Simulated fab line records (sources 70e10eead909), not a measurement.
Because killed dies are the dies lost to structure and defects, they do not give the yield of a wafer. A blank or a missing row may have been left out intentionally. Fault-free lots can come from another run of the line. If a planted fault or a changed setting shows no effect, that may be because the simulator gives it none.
A struck lot beside a sound one | flow nand harc | 15 steps out of a route of 1302
Sound: wafers L911.3, L911.5, L911.6. Struck: wafer L925.2 (L925.1, L925.6, from the same lot, were not struck and are left out); the cause is given at the end.
At each step with rows: each side's tool, then ch and its chambers, then its first start. Under that, the readings that differ: sound wafers | struck wafers | difference of the means | sigmas: that difference in standard deviations of wafers without a fault.
alike: readings whose means differ by less than 2 such deviations, and words and numbers that are the same on both sides. not compared: withheld readings, readings that some wafer has no value for, bounds like >300 that may hide the same value, and numbers for which the record gives no deviation and whose values overlap.
A row with sigmas, a row that says differs or no value, or rows on one side alone: a step with any of these is where the two part. Numbers that have no deviation but don't overlap get no sigmas and don't part them. Lack of a reading on every wafer of one side parts them only where that side has two or more wafers.

first, 2 steps without rows for these wafers: NHARC_A_DECK1_JOINT_ANNEAL_28 (time 1800 s); NHARC_A_DECK1_JOINT_ANNEAL_29 (time 1800 s).
NHARC_A_DECK1_JOINT_CMP_02: polishes SiOx.
  sound on cmp-02 ch 0,1, day 14 19:10; struck on cmp-03 ch 2, day 20 06:25
  alike: motor current A
next, for these wafers, 1 step has no rows: NHARC_A_DECK1_JOINT_SRD_15.
NHARC_A_DECK1_JOINT_DEP_16: deposits SiO2, target thk 45 nm.
  sound on pecvd-03 ch 0,1,2, day 14 19:32; struck on pecvd-03 ch 0, day 20 06:55
  alike: heater power w, rf fwd power W, throttle valve pct
NHARC_A_DECK1_JOINT_THK_MEAS_17: measures by ellipsometry.
  sound on film metro-02, day 14 19:49; struck on film metro-02, day 20 07:10
  alike: thk nm
NHARC_A_DECK1_JOINT_INSPECT_05:
  sound on defect inspect-02, day 14 19:51; struck on defect inspect-01, day 20 07:11
  reading          | sound       | struck | difference | sigmas
  raw defect count | 649 712 635 | 241    | -424       | -3
next comes 1 step that has no rows for these wafers: NHARC_A_ONON_D2_DEP_00 (target thickness 1000 nm).
NHARC_A_ONON_D2_THK_MEAS_02: measures by ellipsometry.
  sound on film metro-01, day 14 20:25; struck on film metro-01, day 20 07:47
  alike: thk nm
next comes 1 step that has no rows for these wafers: NHARC_A_ONON_D2_DEP_03 (target thickness 1000 nm).
NHARC_A_ONON_D2_THK_MEAS_05: measures by ellipsometry.
  sound on film metro-02, day 14 20:59; struck on film metro-02, day 20 08:22
  alike: thk nm
NHARC_A_ONON_D2_DEP_06: target thk 1000 nm.
  sound on pecvd onon-02 ch 0, day 14 21:10; struck on pecvd onon-02 ch 0, day 20 08:25
NHARC_A_ONON_D2_THK_MEAS_08: measures by ellipsometry.
  sound on film metro-01, day 14 21:33; struck on film metro-02, day 20 08:56
  reading     | sound          | struck | difference | sigmas
  thk nm (nm) | 1005 1008 1006 | 1095   | +89        | +9
next comes 1 step that has no rows for these wafers: NHARC_A_ONON_D2_DEP_09 (target thickness 1000 nm).
NHARC_END_SORT_01:
  the record has rows for the sound wafers here (prober-01 ch 0, day 26 07:39) and none for the struck ones

## WHERE THEY PART
Last at NHARC_END_SORT_01 as far as this record goes, first at NHARC_A_DECK1_JOINT_INSPECT_05.

WHY: the cause the simulator had injected
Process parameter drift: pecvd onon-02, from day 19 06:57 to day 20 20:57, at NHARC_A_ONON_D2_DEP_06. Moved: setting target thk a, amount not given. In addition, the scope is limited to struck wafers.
